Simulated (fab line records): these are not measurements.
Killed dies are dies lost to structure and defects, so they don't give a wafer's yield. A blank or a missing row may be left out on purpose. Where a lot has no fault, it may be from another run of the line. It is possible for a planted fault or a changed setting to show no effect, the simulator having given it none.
fab line records / flow nand_harc / part 2 of 2: steps 35 to 43 of 43
record lots=5 wafers=15 last_day=24
route steps=1159 shown A_SOURCE_PLATE@420 A_ONON_D1@424 A_CHANNEL_HOLE_D1@450
lots untouched by any fault: they come from a run of this same line in which no faults occurred
start_h: hours from the record's opening day to when the first of the lot's shown wafers began / wait_h: time in hours since the lot's previous step / " same as the row above / L1.1+2: a single row standing in for several wafers / - value missing, or start not given / * or withheld: withheld / < > ~ a bound
route shown NAME@n: NAME is a module with steps in the file, n the number in the route of the first one / usual: average and standard deviation across the fault-free wafers / same: alike in all rows / chamber/n: place in a boat / sites: readings site by site / _std_site: their standard deviation / _edge_site: outer sites' mean less inner sites' / radius_mm: for every site, how far away it sits from the centre of the wafer / mask NAME#n: copy n / behind: the last tool/chamber to shape the wafer / hold: why the lot was held/for how many hours/how that ended / device: the transistor (n, p or np) that didn't switch / end of line: tests run on the same wafers once the route is complete / a step given without rows: its recipe and nothing more / killed: dies lost to structure and defects at the first sort, not the wafer's yield / map: per-die view of a wafer (x killed, . not killed, _ where there is no die)
set.NAME: the setting as run; set.NAME@STEP: as run at that earlier step / model.NAME: the simulator's own value behind a step, which no gauge read
certain route steps with their lots: each step a table, each wafer a row
services: a tool's chamber out of use, with start hour (start_h, from the record's first day; less than 0 if before it), hours out, and reason
## steps
# step NHARC_A_CHANNEL_HOLE_D1_EBR_06
lot.wafer=L078.2+3+6 tool=litho_track-06 chamber=0 start_h=- wait_h=-
lot.wafer=L080.1+5+6 tool=litho_track-01 chamber=0 start_h=- wait_h=-
lot.wafer=L082.1+5+6 tool=litho_track-01 chamber=0 start_h=- wait_h=-
lot.wafer=L092.3+4+5 tool=litho_track-06 chamber=0 start_h=- wait_h=-
lot.wafer=L091.1+2+6 tool=litho_track-01 chamber=0 start_h=- wait_h=-
# step NHARC_A_CHANNEL_HOLE_D1_EXPOSE_07
# recipe na=1.35 target_cd_nm=100 sigma_outer=0.3 dose_mj=59.65 mask_id=HOLE_D1
lot.wafer=L078.2+3+6 tool=arfi_scanner-02 chamber=0 start_h=193.30 wait_h=- mask=HOLE_D1#0
lot.wafer=L080.1+5+6 tool=arfi_scanner-03 chamber=0 start_h=216.40 wait_h=- mask=HOLE_D1#0
lot.wafer=L082.1+5+6 tool=arfi_scanner-01 chamber=0 start_h=219.24 wait_h=- mask=HOLE_D1#0
lot.wafer=L092.3+4+5 tool=arfi_scanner-01 chamber=0 start_h=281.57 wait_h=- mask=HOLE_D1#0
lot.wafer=L091.1+2+6 tool=arfi_scanner-01 chamber=0 start_h=283.05 wait_h=- mask=HOLE_D1#0
# step NHARC_A_CHANNEL_HOLE_D1_PEB_08
# recipe peb_temp_c=100 peb_time_s=65
# same peb_time_s=65
lot.wafer=L078.2+3+6 tool=litho_track-04 chamber=0 start_h=193.35 wait_h=0.1
lot.wafer=L080.1+5+6 tool=litho_track-04 chamber=0 start_h=216.46 wait_h=0.1
lot.wafer=L082.1+5+6 tool=litho_track-04 chamber=0 start_h=219.30 wait_h=0.1
lot.wafer=L092.3+4+5 tool=litho_track-06 chamber=0 start_h=281.62 wait_h=0.0
lot.wafer=L091.1+2+6 tool=litho_track-04 chamber=0 start_h=283.11 wait_h=0.1
# step NHARC_A_CHANNEL_HOLE_D1_DEVELOP_09
# recipe develop_time_s=35 dev_temp_c=23
lot.wafer=L078.2+3+6 tool=litho_track-04 chamber=0 start_h=- wait_h=-
lot.wafer=L080.1+5+6 tool=litho_track-04 chamber=0 start_h=- wait_h=-
lot.wafer=L082.1+5+6 tool=litho_track-04 chamber=0 start_h=- wait_h=-
lot.wafer=L092.3+4+5 tool=litho_track-06 chamber=0 start_h=- wait_h=-
lot.wafer=L091.1+2+6 tool=litho_track-04 chamber=0 start_h=- wait_h=-
# step NHARC_A_CHANNEL_HOLE_D1_CD_MEAS_10
# recipe target_cd_nm=100 landing_energy_ev=500
# usual cd_nm=100.2/0.42
lot.wafer=L078.2 tool=cd_sem-03 chamber=0 start_h=193.43 wait_h=- cd_nm=100.0
lot.wafer=L078.3 tool=cd_sem-03 chamber=0 start_h=193.43 wait_h=- cd_nm=99.9
lot.wafer=L078.6 tool=cd_sem-03 chamber=0 start_h=193.43 wait_h=- cd_nm=99.4
lot.wafer=L080.1 tool=cd_sem-02 chamber=0 start_h=216.55 wait_h=- cd_nm=100.4
lot.wafer=L080.5 tool=cd_sem-02 chamber=0 start_h=216.55 wait_h=- cd_nm=100.1
lot.wafer=L080.6 tool=cd_sem-02 chamber=0 start_h=216.55 wait_h=- cd_nm=100.5
lot.wafer=L082.1 tool=cd_sem-01 chamber=0 start_h=219.38 wait_h=- cd_nm=100.3
lot.wafer=L082.5 tool=cd_sem-01 chamber=0 start_h=219.38 wait_h=- cd_nm=100.2
lot.wafer=L082.6 tool=cd_sem-01 chamber=0 start_h=219.38 wait_h=- cd_nm=100.2
lot.wafer=L092.3 tool=cd_sem-02 chamber=0 start_h=281.71 wait_h=- cd_nm=99.8
lot.wafer=L092.4 tool=cd_sem-02 chamber=0 start_h=281.71 wait_h=- cd_nm=100.3
lot.wafer=L092.5 tool=cd_sem-02 chamber=0 start_h=281.71 wait_h=- cd_nm=99.9
lot.wafer=L091.1 tool=cd_sem-03 chamber=0 start_h=283.19 wait_h=- cd_nm=100.6
lot.wafer=L091.2 tool=cd_sem-03 chamber=0 start_h=283.19 wait_h=- cd_nm=100.6
lot.wafer=L091.6 tool=cd_sem-03 chamber=0 start_h=283.19 wait_h=- cd_nm=100.6
# step NHARC_A_CHANNEL_HOLE_D1_OVL_MEAS_11
# usual overlay_x_nm=0.0/0.79 overlay_y_nm=0.0/0.67
lot.wafer=L078.2 tool=overlay-02 chamber=- start_h=193.52 wait_h=- overlay_x_nm=1.6 overlay_y_nm=-0.5
lot.wafer=L078.3 tool=overlay-02 chamber=- start_h=193.52 wait_h=- overlay_x_nm=1.9 overlay_y_nm=0.0
lot.wafer=L078.6 tool=overlay-02 chamber=- start_h=193.52 wait_h=- overlay_x_nm=1.5 overlay_y_nm=-0.3
lot.wafer=L080.1 tool=overlay-02 chamber=- start_h=216.63 wait_h=- overlay_x_nm=1.2 overlay_y_nm=-1.5
lot.wafer=L080.5 tool=overlay-02 chamber=- start_h=216.63 wait_h=- overlay_x_nm=0.7 overlay_y_nm=-1.5
lot.wafer=L080.6 tool=overlay-02 chamber=- start_h=216.63 wait_h=- overlay_x_nm=0.5 overlay_y_nm=-1.2
lot.wafer=L082.1 tool=overlay-02 chamber=- start_h=219.47 wait_h=- overlay_x_nm=-0.7 overlay_y_nm=-0.7
lot.wafer=L082.5 tool=overlay-02 chamber=- start_h=219.47 wait_h=- overlay_x_nm=-0.3 overlay_y_nm=-1.1
lot.wafer=L082.6 tool=overlay-02 chamber=- start_h=219.47 wait_h=- overlay_x_nm=0.0 overlay_y_nm=-0.1
lot.wafer=L092.3 tool=overlay-01 chamber=- start_h=281.79 wait_h=- overlay_x_nm=-1.4 overlay_y_nm=-0.4
lot.wafer=L092.4 tool=overlay-01 chamber=- start_h=281.79 wait_h=- overlay_x_nm=-1.2 overlay_y_nm=-0.4
lot.wafer=L092.5 tool=overlay-01 chamber=- start_h=281.79 wait_h=- overlay_x_nm=-1.3 overlay_y_nm=-0.9
lot.wafer=L091.1 tool=overlay-01 chamber=- start_h=283.28 wait_h=- overlay_x_nm=-0.1 overlay_y_nm=0.1
lot.wafer=L091.2 tool=overlay-01 chamber=- start_h=283.28 wait_h=- overlay_x_nm=-0.8 overlay_y_nm=-0.2
lot.wafer=L091.6 tool=overlay-01 chamber=- start_h=283.28 wait_h=- overlay_x_nm=-0.4 overlay_y_nm=0.2
# step NHARC_A_CHANNEL_HOLE_D1_INSPECT_12
# usual raw_defect_count=5.4/2.8
lot.wafer=L078.2 tool=defect_inspect-02 chamber=- start_h=193.56 wait_h=0.0 raw_defect_count=6
lot.wafer=L078.3 tool=defect_inspect-02 chamber=- start_h=193.56 wait_h=0.0 raw_defect_count=4
lot.wafer=L078.6 tool=defect_inspect-02 chamber=- start_h=193.56 wait_h=0.0 raw_defect_count=4
lot.wafer=L080.1 tool=defect_inspect-02 chamber=- start_h=216.67 wait_h=0.0 raw_defect_count=2
lot.wafer=L080.5 tool=defect_inspect-02 chamber=- start_h=216.67 wait_h=0.0 raw_defect_count=3
lot.wafer=L080.6 tool=defect_inspect-02 chamber=- start_h=216.67 wait_h=0.0 raw_defect_count=3
lot.wafer=L082.1 tool=defect_inspect-02 chamber=- start_h=219.50 wait_h=0.0 raw_defect_count=3
lot.wafer=L082.5 tool=defect_inspect-02 chamber=- start_h=219.50 wait_h=0.0 raw_defect_count=8
lot.wafer=L082.6 tool=defect_inspect-02 chamber=- start_h=219.50 wait_h=0.0 raw_defect_count=1
lot.wafer=L092.3 tool=defect_inspect-01 chamber=- start_h=281.83 wait_h=0.0 raw_defect_count=7
lot.wafer=L092.4 tool=defect_inspect-01 chamber=- start_h=281.83 wait_h=0.0 raw_defect_count=3
lot.wafer=L092.5 tool=defect_inspect-01 chamber=- start_h=281.83 wait_h=0.0 raw_defect_count=7
lot.wafer=L091.1 tool=defect_inspect-01 chamber=- start_h=283.33 wait_h=0.1 raw_defect_count=7
lot.wafer=L091.2 tool=defect_inspect-01 chamber=- start_h=283.33 wait_h=0.1 raw_defect_count=7
lot.wafer=L091.6 tool=defect_inspect-01 chamber=- start_h=283.33 wait_h=0.1 raw_defect_count=9
# step NHARC_A_CHANNEL_HOLE_D1_DESCUM_15
# recipe time_s=3 o2_flow_sccm=200 ar_flow_sccm=0 bias_power_w=0 chemistry=O2
# usual drypump_motor_current_A=5.8/0.47 o2_flow_sccm=200.0/0.6 oes_product_au=0.999/0.0072 rf_vpp_V=57.7/0.9 showerhead_plenum_p_Torr=1.87/0.082 throttle_valve_pct=11.310/0.0086
# same time_s=3
lot.wafer=L078.3 tool=rie_diel-12 chamber=0 start_h=193.62 wait_h=0.1 drypump_motor_current_A=6.5 o2_flow_sccm=200.0 oes_product_au=0.994 rf_hours_counter_h=12 rf_vpp_V=57.3 showerhead_plenum_p_Torr=1.85 throttle_valve_pct=11.310
lot.wafer=L078.2 tool=rie_diel-12 chamber=1 start_h=193.62 wait_h=0.1 drypump_motor_current_A=5.2 o2_flow_sccm=199.1 oes_product_au=1.003 rf_hours_counter_h=12 rf_vpp_V=57.7 showerhead_plenum_p_Torr=1.94 throttle_valve_pct=11.298
lot.wafer=L078.6 tool=rie_diel-12 chamber=1 start_h=193.62 wait_h=0.1 drypump_motor_current_A=5.2 o2_flow_sccm=199.7 oes_product_au=1.003 rf_hours_counter_h=- rf_vpp_V=57.7 showerhead_plenum_p_Torr=1.94 throttle_valve_pct=11.288
lot.wafer=L080.1 tool=rie_diel-12 chamber=0 start_h=216.74 wait_h=0.1 drypump_motor_current_A=6.5 o2_flow_sccm=200.4 oes_product_au=1.009 rf_hours_counter_h=0 rf_vpp_V=57.9 showerhead_plenum_p_Torr=1.85 throttle_valve_pct=11.298
lot.wafer=L080.6 tool=rie_diel-12 chamber=0 start_h=216.74 wait_h=0.1 drypump_motor_current_A=6.5 o2_flow_sccm=200.4 oes_product_au=1.012 rf_hours_counter_h=- rf_vpp_V=57.4 showerhead_plenum_p_Torr=1.85 throttle_valve_pct=11.314
lot.wafer=L080.5 tool=rie_diel-12 chamber=1 start_h=216.74 wait_h=0.1 drypump_motor_current_A=5.2 o2_flow_sccm=198.9 oes_product_au=1.013 rf_hours_counter_h=- rf_vpp_V=57.0 showerhead_plenum_p_Torr=1.94 throttle_valve_pct=11.317
lot.wafer=L082.1 tool=rie_diel-06 chamber=0 start_h=219.58 wait_h=0.1 drypump_motor_current_A=6.3 o2_flow_sccm=200.8 oes_product_au=1.002 rf_hours_counter_h=10 rf_vpp_V=57.0 showerhead_plenum_p_Torr=1.81 throttle_valve_pct=11.308
lot.wafer=L082.5 tool=rie_diel-06 chamber=2 start_h=219.58 wait_h=0.1 drypump_motor_current_A=5.9 o2_flow_sccm=200.0 oes_product_au=0.991 rf_hours_counter_h=- rf_vpp_V=57.5 showerhead_plenum_p_Torr=1.78 throttle_valve_pct=11.311
lot.wafer=L082.6 tool=rie_diel-06 chamber=3 start_h=219.58 wait_h=0.1 drypump_motor_current_A=5.4 o2_flow_sccm=199.9 oes_product_au=1.006 rf_hours_counter_h=- rf_vpp_V=58.2 showerhead_plenum_p_Torr=2.01 throttle_valve_pct=11.325
lot.wafer=L092.3 tool=rie_diel-06 chamber=3 start_h=281.89 wait_h=0.1 drypump_motor_current_A=5.4 o2_flow_sccm=200.4 oes_product_au=0.987 rf_hours_counter_h=2 rf_vpp_V=58.4 showerhead_plenum_p_Torr=2.01 throttle_valve_pct=11.314
lot.wafer=L092.4 tool=rie_diel-06 chamber=2 start_h=281.89 wait_h=0.1 drypump_motor_current_A=5.9 o2_flow_sccm=200.1 oes_product_au=0.986 rf_hours_counter_h=3 rf_vpp_V=56.8 showerhead_plenum_p_Torr=1.78 throttle_valve_pct=11.291
lot.wafer=L092.5 tool=rie_diel-06 chamber=3 start_h=281.89 wait_h=0.1 drypump_motor_current_A=5.4 o2_flow_sccm=200.3 oes_product_au=0.985 rf_hours_counter_h=- rf_vpp_V=57.7 showerhead_plenum_p_Torr=2.01 throttle_valve_pct=11.311
lot.wafer=L091.1 tool=rie_diel-03 chamber=0 start_h=283.40 wait_h=0.1 drypump_motor_current_A=6.1 o2_flow_sccm=200.0 oes_product_au=0.985 rf_hours_counter_h=4 rf_vpp_V=59.1 showerhead_plenum_p_Torr=1.87 throttle_valve_pct=11.322
lot.wafer=L091.2 tool=rie_diel-03 chamber=2 start_h=283.40 wait_h=0.1 drypump_motor_current_A=5.8 o2_flow_sccm=199.0 oes_product_au=1.018 rf_hours_counter_h=5 rf_vpp_V=58.3 showerhead_plenum_p_Torr=1.91 throttle_valve_pct=11.321
lot.wafer=L091.6 tool=rie_diel-03 chamber=0 start_h=283.40 wait_h=0.1 drypump_motor_current_A=6.1 o2_flow_sccm=199.7 oes_product_au=1.006 rf_hours_counter_h=- rf_vpp_V=58.8 showerhead_plenum_p_Torr=1.87 throttle_valve_pct=11.306
# step NHARC_A_CHANNEL_HOLE_D1_ETCH_38
# recipe target_depth_a=390 over_etch_frac=0.3 time_s=65 ion_energy_ev=80 cf4_flow_sccm=150 ar_flow_sccm=0 rf_w=300 bias_w=100 chemistry=CF4
# usual drypump_motor_current_A=5.7/0.45 oes_product_au=0.998/0.0062 rf_vpp_V=150.9/1.2 showerhead_plenum_p_Torr=1.73/0.072 throttle_valve_pct=13.285/0.0084
# same time_s=65
lot.wafer=L078.3 tool=rie_diel-12 chamber=2 start_h=193.71 wait_h=0.1 drypump_motor_current_A=5.4 oes_product_au=0.990 rf_hours_counter_h=11 rf_vpp_V=150.1 showerhead_plenum_p_Torr=1.66 throttle_valve_pct=13.268
lot.wafer=L078.2 tool=rie_diel-12 chamber=3 start_h=193.71 wait_h=0.1 drypump_motor_current_A=5.9 oes_product_au=0.996 rf_hours_counter_h=11 rf_vpp_V=151.9 showerhead_plenum_p_Torr=1.79 throttle_valve_pct=13.296
lot.wafer=L078.6 tool=rie_diel-12 chamber=2 start_h=193.71 wait_h=0.1 drypump_motor_current_A=5.4 oes_product_au=1.001 rf_hours_counter_h=- rf_vpp_V=151.4 showerhead_plenum_p_Torr=1.66 throttle_valve_pct=13.272
lot.wafer=L080.1 tool=rie_diel-12 chamber=1 start_h=216.85 wait_h=0.1 drypump_motor_current_A=5.2 oes_product_au=0.996 rf_hours_counter_h=0 rf_vpp_V=151.2 showerhead_plenum_p_Torr=1.79 throttle_valve_pct=13.278
lot.wafer=L080.6 tool=rie_diel-12 chamber=3 start_h=216.85 wait_h=0.1 drypump_motor_current_A=5.9 oes_product_au=0.991 rf_hours_counter_h=- rf_vpp_V=151.7 showerhead_plenum_p_Torr=1.79 throttle_valve_pct=13.309
lot.wafer=L080.5 tool=rie_diel-12 chamber=1 start_h=216.85 wait_h=0.1 drypump_motor_current_A=5.2 oes_product_au=1.002 rf_hours_counter_h=- rf_vpp_V=151.5 showerhead_plenum_p_Torr=1.79 throttle_valve_pct=13.290
lot.wafer=L082.1 tool=rie_diel-06 chamber=1 start_h=219.65 wait_h=0.1 drypump_motor_current_A=5.2 oes_product_au=0.991 rf_hours_counter_h=10 rf_vpp_V=150.5 showerhead_plenum_p_Torr=1.67 throttle_valve_pct=13.286
lot.wafer=L082.5 tool=rie_diel-06 chamber=1 start_h=219.65 wait_h=0.1 drypump_motor_current_A=5.2 oes_product_au=1.005 rf_hours_counter_h=- rf_vpp_V=149.1 showerhead_plenum_p_Torr=1.67 throttle_valve_pct=13.285
lot.wafer=L082.6 tool=rie_diel-06 chamber=2 start_h=219.65 wait_h=0.1 drypump_motor_current_A=5.9 oes_product_au=0.999 rf_hours_counter_h=- rf_vpp_V=151.2 showerhead_plenum_p_Torr=1.66 throttle_valve_pct=13.300
lot.wafer=L092.3 tool=rie_diel-06 chamber=2 start_h=281.98 wait_h=0.1 drypump_motor_current_A=5.9 oes_product_au=1.007 rf_hours_counter_h=3 rf_vpp_V=150.2 showerhead_plenum_p_Torr=1.66 throttle_valve_pct=13.273
lot.wafer=L092.4 tool=rie_diel-06 chamber=3 start_h=281.98 wait_h=0.1 drypump_motor_current_A=5.4 oes_product_au=1.002 rf_hours_counter_h=2 rf_vpp_V=154.1 showerhead_plenum_p_Torr=1.85 throttle_valve_pct=13.275
lot.wafer=L092.5 tool=rie_diel-06 chamber=0 start_h=281.98 wait_h=0.1 drypump_motor_current_A=6.3 oes_product_au=1.001 rf_hours_counter_h=- rf_vpp_V=151.3 showerhead_plenum_p_Torr=1.67 throttle_valve_pct=13.276
lot.wafer=L091.2 tool=rie_diel-03 chamber=3 start_h=283.48 wait_h=0.1 drypump_motor_current_A=6.1 oes_product_au=0.997 rf_hours_counter_h=4 rf_vpp_V=151.9 showerhead_plenum_p_Torr=1.80 throttle_valve_pct=13.281
lot.wafer=L091.1 tool=rie_diel-03 chamber=1 start_h=283.48 wait_h=0.1 drypump_motor_current_A=5.0 oes_product_au=0.998 rf_hours_counter_h=4 rf_vpp_V=152.8 showerhead_plenum_p_Torr=1.84 throttle_valve_pct=13.273
lot.wafer=L091.6 tool=rie_diel-03 chamber=2 start_h=283.48 wait_h=0.1 drypump_motor_current_A=5.9 oes_product_au=1.005 rf_hours_counter_h=- rf_vpp_V=150.8 showerhead_plenum_p_Torr=1.77 throttle_valve_pct=13.280
## services
tool=arfi_scanner-01 chamber=- start_h=154.66 hours=0.5 kind=repair
tool=pecvd-01 chamber=1 start_h=164.34 hours=4.4 kind=repair
tool=arfi_scanner-01 chamber=- start_h=165.84 hours=1.0 kind=repair
tool=arfi_scanner-01 chamber=- start_h=168.32 hours=0.5 kind=repair
tool=rie_diel-06 chamber=- start_h=176.75 hours=0.8 kind=repair
tool=pecvd-02 chamber=- start_h=191.04 hours=1.7 kind=repair
tool=pecvd-04 chamber=- start_h=195.00 hours=13.0 kind=pm
tool=pecvd_onon-01 chamber=- start_h=195.11 hours=13.0 kind=pm
tool=arfi_scanner-01 chamber=- start_h=196.00 hours=4.0 kind=pm
tool=rie_diel-06 chamber=1 start_h=201.22 hours=9.3 kind=repair
tool=rie_diel-12 chamber=- start_h=202.40 hours=9.0 kind=pm
tool=acl_dep-01 chamber=- start_h=206.22 hours=7.6 kind=repair
tool=pecvd-04 chamber=- start_h=208.73 hours=1.2 kind=repair
tool=pecvd-01 chamber=- start_h=208.96 hours=1.6 kind=repair
tool=rie_diel-12 chamber=2 start_h=213.05 hours=9.5 kind=repair
tool=rie_diel-03 chamber=- start_h=215.40 hours=9.0 kind=pm
tool=rie_diel-06 chamber=3 start_h=231.52 hours=7.3 kind=repair
tool=arfi_scanner-01 chamber=- start_h=233.66 hours=1.3 kind=repair
tool=pecvd-01 chamber=- start_h=237.25 hours=13.0 kind=pm
tool=pecvd_onon-04 chamber=- start_h=237.57 hours=13.0 kind=pm
tool=rie_diel-06 chamber=- start_h=241.25 hours=9.0 kind=pm
tool=rie_diel-06 chamber=3 start_h=264.93 hours=7.9 kind=repair
tool=litho_track-01 chamber=- start_h=268.00 hours=7.0 kind=pm
tool=pecvd-01 chamber=- start_h=282.62 hours=0.7 kind=repair
